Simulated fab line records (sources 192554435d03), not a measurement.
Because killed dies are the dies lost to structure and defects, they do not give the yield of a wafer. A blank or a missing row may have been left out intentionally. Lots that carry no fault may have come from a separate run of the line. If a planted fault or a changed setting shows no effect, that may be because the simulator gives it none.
Which tool did it? / flow n5-finfet / 9 lots, 27 wafers sampled, at 3 steps of a route of 1938

== WHAT EACH GAUGE READ, for each wafer ==
N5_ZERO_LAYER_INSPECT_20: inspects for defects (darkfield).
lot=L385; measured=day 1 19:20; on=defect-inspect-02; raw-defect-count=23 27 15
lot=L388; measured=day 2 13:23; on=defect-inspect-02; raw-defect-count=29 44 22
lot=L391; measured=day 3 07:26; on=defect-inspect-01; raw-defect-count=59 38 32
lot=L397; measured=day 4 19:23; on=defect-inspect-01; raw-defect-count=41 78 58
lot=L398; measured=day 5 01:24; on=defect-inspect-01; raw-defect-count=17 12 29
lot=L402; measured=day 6 09:14; on=defect-inspect-02; raw-defect-count=38 35 32
lot=L403; measured=day 6 09:22; on=defect-inspect-01; raw-defect-count=31 36 45
lot=L406; measured=day 7 01:24; on=defect-inspect-01; raw-defect-count=27 20 566
lot=L407; measured=day 7 07:25; on=defect-inspect-02; raw-defect-count=54 50 62

== EACH LOT AND THE TOOL THAT RAN IT (in order: tool; ch and the chambers of the sampled wafers; start) ==
lot=L385; N5_ZERO_LAYER_PRECLEAN_00=wet-bench-06 ch 0,2,5, day 1 18:04; N5_ZERO_LAYER_PECVD_02=pecvd-03 ch 0,1,2, day 1 18:17
lot=L388; N5_ZERO_LAYER_PRECLEAN_00=wet-bench-06 ch 0,1,2, day 2 12:04; N5_ZERO_LAYER_PECVD_02=pecvd-03 ch 1,2, day 2 12:17
lot=L391; N5_ZERO_LAYER_PRECLEAN_00=wet-bench-03 ch 2,6,7, day 3 06:04; N5_ZERO_LAYER_PECVD_02=pecvd-02 ch 0,2, day 3 06:17
lot=L397; N5_ZERO_LAYER_PRECLEAN_00=wet-bench-02 ch 1,5,6, day 4 18:04; N5_ZERO_LAYER_PECVD_02=pecvd-02 ch 0,1,2, day 4 18:17
lot=L398; N5_ZERO_LAYER_PRECLEAN_00=wet-bench-06 ch 1,2,6, day 5 00:04; N5_ZERO_LAYER_PECVD_02=pecvd-02 ch 0,1, day 5 00:18
lot=L402; N5_ZERO_LAYER_PRECLEAN_00=wet-bench-03 ch 0,3,6, day 6 00:04; N5_ZERO_LAYER_PECVD_02=pecvd-01 ch 0,1,2, day 6 00:17
lot=L403; N5_ZERO_LAYER_PRECLEAN_00=wet-bench-02 ch 0,1,2, day 6 06:04; N5_ZERO_LAYER_PECVD_02=pecvd-02 ch 1,2, day 6 06:17
lot=L406; N5_ZERO_LAYER_PRECLEAN_00=wet-bench-06 ch 1,5,6, day 7 00:04; N5_ZERO_LAYER_PECVD_02=pecvd-01 ch 1,2, day 7 00:17
lot=L407; N5_ZERO_LAYER_PRECLEAN_00=wet-bench-03 ch 1,4,5, day 7 06:04; N5_ZERO_LAYER_PECVD_02=pecvd-03 ch 0,1, day 7 06:18
- N5_ZERO_LAYER_PRECLEAN_00: cleans in SPM, time 600 s.
- N5_ZERO_LAYER_PECVD_02: deposits SiO2 from SiH4/N2O, target thk 10 nm, time 6 s.

== THE ANSWER, worked out from the rows above alone ==
Rule: usual is defined by the lots themselves. Put in order of their means at a reading, lots are off if they are a third of the lots or fewer, leave a main group of 4 or more, and stand apart from it by a gap of 3 or more times the standard deviation of the main group's means; of several such gaps the widest counts. A main group is skipped when, at the precision printed for the reading in the tables above, its means are all equal. Also off: a lot with no number at a reading for which 4 or more lots have one. Any other lot the step has rows for is counted as sound.
Off: L406 (N5_ZERO_LAYER_INSPECT_20, raw-defect-count). The main group has a mean of 38 with a standard deviation of 13.
A tool fits if, at a process step before that reading, it ran every lot that is off, and no sound lot after the first of them. Those tools and the gauges at N5_ZERO_LAYER_INSPECT_20 are tried in the same way. Can't be told from this: 3 tools fit, wet-bench-06 at N5_ZERO_LAYER_PRECLEAN_00, pecvd-01 at N5_ZERO_LAYER_PECVD_02, defect-inspect-01 at N5_ZERO_LAYER_INSPECT_20.

== WHAT HAD BEEN PUT IN BY THE SIMULATOR ==
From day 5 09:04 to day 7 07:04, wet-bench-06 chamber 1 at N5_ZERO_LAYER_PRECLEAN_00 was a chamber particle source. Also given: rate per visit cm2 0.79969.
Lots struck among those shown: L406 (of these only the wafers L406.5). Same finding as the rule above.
